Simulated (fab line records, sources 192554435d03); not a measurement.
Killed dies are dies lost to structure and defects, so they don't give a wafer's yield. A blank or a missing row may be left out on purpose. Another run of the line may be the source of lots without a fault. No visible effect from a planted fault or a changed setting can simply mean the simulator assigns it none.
Lot-split experiment || flow n5-finfet || 20 wafers read from 7 lots, route of 1938 steps

## ABOUT THE SPLIT
At N5_BEOL_M3_SPUTTER_48 (material Cu, target thk 4.5 nm, time 8.29 s), the setting time-s was moved away from the recipe's 8.29 s on 4 of the 20 wafers read, by -14.6% to -5.6%. This setting was run at the recipe's value on the other wafers.

Reading taken at the split's own step.

## THE READING
Cu_of_BEOL_M3_SPUTTER_48.thk-nm (the simulator's own value, which no gauge read), in nm, at N5_BEOL_M3_SPUTTER_48 (material Cu, target thk 4.5 nm, time 8.29 s). There is no usual value for it anywhere in the file. Across the 16 wafers here that went through the recipe, the average is 4.5 nm and the standard deviation 0.12 nm.

{"wafer": "L074.2", "tool, chamber at the split": "pvd-sputter-02, -", "time-s as run, s": 8.29, "against the recipe": "recipe", "Cu_of_BEOL_M3_SPUTTER_48.thk-nm, nm": 4.6, "against lot-mates on the recipe": "-"}
{"wafer": "L074.4", "tool, chamber at the split": "pvd-sputter-02, -", "time-s as run, s": 8.29, "against the recipe": "recipe", "Cu_of_BEOL_M3_SPUTTER_48.thk-nm, nm": 4.6, "against lot-mates on the recipe": "-"}
{"wafer": "L074.3", "tool, chamber at the split": "pvd-sputter-02, -", "time-s as run, s": 8.29, "against the recipe": "recipe", "Cu_of_BEOL_M3_SPUTTER_48.thk-nm, nm": 4.4, "against lot-mates on the recipe": "-"}
{"wafer": "L075.4", "tool, chamber at the split": "pvd-sputter-03, -", "time-s as run, s": 7.825, "against the recipe": "-5.6%", "Cu_of_BEOL_M3_SPUTTER_48.thk-nm, nm": 4.4, "against lot-mates on the recipe": -0.2}
{"wafer": "L075.5", "tool, chamber at the split": "pvd-sputter-03, -", "time-s as run, s": 8.29, "against the recipe": "recipe", "Cu_of_BEOL_M3_SPUTTER_48.thk-nm, nm": 4.6, "against lot-mates on the recipe": "-"}
{"wafer": "L075.6", "tool, chamber at the split": "pvd-sputter-03, -", "time-s as run, s": 8.29, "against the recipe": "recipe", "Cu_of_BEOL_M3_SPUTTER_48.thk-nm, nm": 4.6, "against lot-mates on the recipe": "-"}
{"wafer": "L078.1", "tool, chamber at the split": "pvd-sputter-01, -", "time-s as run, s": 8.29, "against the recipe": "recipe", "Cu_of_BEOL_M3_SPUTTER_48.thk-nm, nm": 4.2, "against lot-mates on the recipe": "-"}
{"wafer": "L078.2", "tool, chamber at the split": "pvd-sputter-01, -", "time-s as run, s": 8.29, "against the recipe": "recipe", "Cu_of_BEOL_M3_SPUTTER_48.thk-nm, nm": 4.4, "against lot-mates on the recipe": "-"}
{"wafer": "L078.5", "tool, chamber at the split": "pvd-sputter-01, -", "time-s as run, s": 7.218, "against the recipe": "-12.9%", "Cu_of_BEOL_M3_SPUTTER_48.thk-nm, nm": 3.8, "against lot-mates on the recipe": -0.5}
{"wafer": "L080.5", "tool, chamber at the split": "pvd-sputter-01, -", "time-s as run, s": 8.29, "against the recipe": "recipe", "Cu_of_BEOL_M3_SPUTTER_48.thk-nm, nm": 4.4, "against lot-mates on the recipe": "-"}
{"wafer": "L080.6", "tool, chamber at the split": "pvd-sputter-01, -", "time-s as run, s": 7.081, "against the recipe": "-14.6%", "Cu_of_BEOL_M3_SPUTTER_48.thk-nm, nm": 4, "against lot-mates on the recipe": -0.4}
{"wafer": "L086.2", "tool, chamber at the split": "pvd-sputter-01, -", "time-s as run, s": 8.29, "against the recipe": "recipe", "Cu_of_BEOL_M3_SPUTTER_48.thk-nm, nm": 4.6, "against lot-mates on the recipe": "-"}
{"wafer": "L086.3", "tool, chamber at the split": "pvd-sputter-01, -", "time-s as run, s": 8.29, "against the recipe": "recipe", "Cu_of_BEOL_M3_SPUTTER_48.thk-nm, nm": 4.6, "against lot-mates on the recipe": "-"}
{"wafer": "L086.5", "tool, chamber at the split": "pvd-sputter-01, -", "time-s as run, s": 8.29, "against the recipe": "recipe", "Cu_of_BEOL_M3_SPUTTER_48.thk-nm, nm": 4.4, "against lot-mates on the recipe": "-"}
{"wafer": "L092.1", "tool, chamber at the split": "pvd-sputter-01, -", "time-s as run, s": 7.132, "against the recipe": "-14.0%", "Cu_of_BEOL_M3_SPUTTER_48.thk-nm, nm": 3.8, "against lot-mates on the recipe": -0.6}
{"wafer": "L092.5", "tool, chamber at the split": "pvd-sputter-01, -", "time-s as run, s": 8.29, "against the recipe": "recipe", "Cu_of_BEOL_M3_SPUTTER_48.thk-nm, nm": 4.4, "against lot-mates on the recipe": "-"}
{"wafer": "L092.6", "tool, chamber at the split": "pvd-sputter-01, -", "time-s as run, s": 8.29, "against the recipe": "recipe", "Cu_of_BEOL_M3_SPUTTER_48.thk-nm, nm": 4.4, "against lot-mates on the recipe": "-"}
{"wafer": "L093.1", "tool, chamber at the split": "pvd-sputter-03, -", "time-s as run, s": 8.29, "against the recipe": "recipe", "Cu_of_BEOL_M3_SPUTTER_48.thk-nm, nm": 4.6, "against lot-mates on the recipe": "-"}
{"wafer": "L093.2", "tool, chamber at the split": "pvd-sputter-03, -", "time-s as run, s": 8.29, "against the recipe": "recipe", "Cu_of_BEOL_M3_SPUTTER_48.thk-nm, nm": 4.6, "against lot-mates on the recipe": "-"}
{"wafer": "L093.6", "tool, chamber at the split": "pvd-sputter-03, -", "time-s as run, s": 8.29, "against the recipe": "recipe", "Cu_of_BEOL_M3_SPUTTER_48.thk-nm, nm": 4.6, "against lot-mates on the recipe": "-"}

THE FIT
A straight line over all 20 wafers: Cu_of_BEOL_M3_SPUTTER_48.thk-nm changes by +0.0443 nm for each +1% of time-s; r = +0.87; the points scatter about the line by 0.13 nm.
The same after taking each lot's own level away (the mean of its wafers on the recipe; 20 wafers): +0.0359 nm for each +1%; r = +0.93; scatter 0.074 nm.
That fit puts the effect of the largest move of time-s on the reading at 0.52 nm.
The span of the lots' own levels, 4.30 to 4.60 nm, comes to 2.4 times the standard deviation stated above.
Hence the slope depends on the lot-to-lot level, as the two fits are not the same.
Check: for one of the wafers moved furthest among these (-14.6%), held out of the fit, the line's prediction against its lot-mates is -0.592 nm. Against them it came out at -0.4 nm.

## THE FILE'S OWN FIT
Cu_of_BEOL_M3_SPUTTER_48.thk-nm changes by +0.0368 nm for each +1% of time-s, r = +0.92.
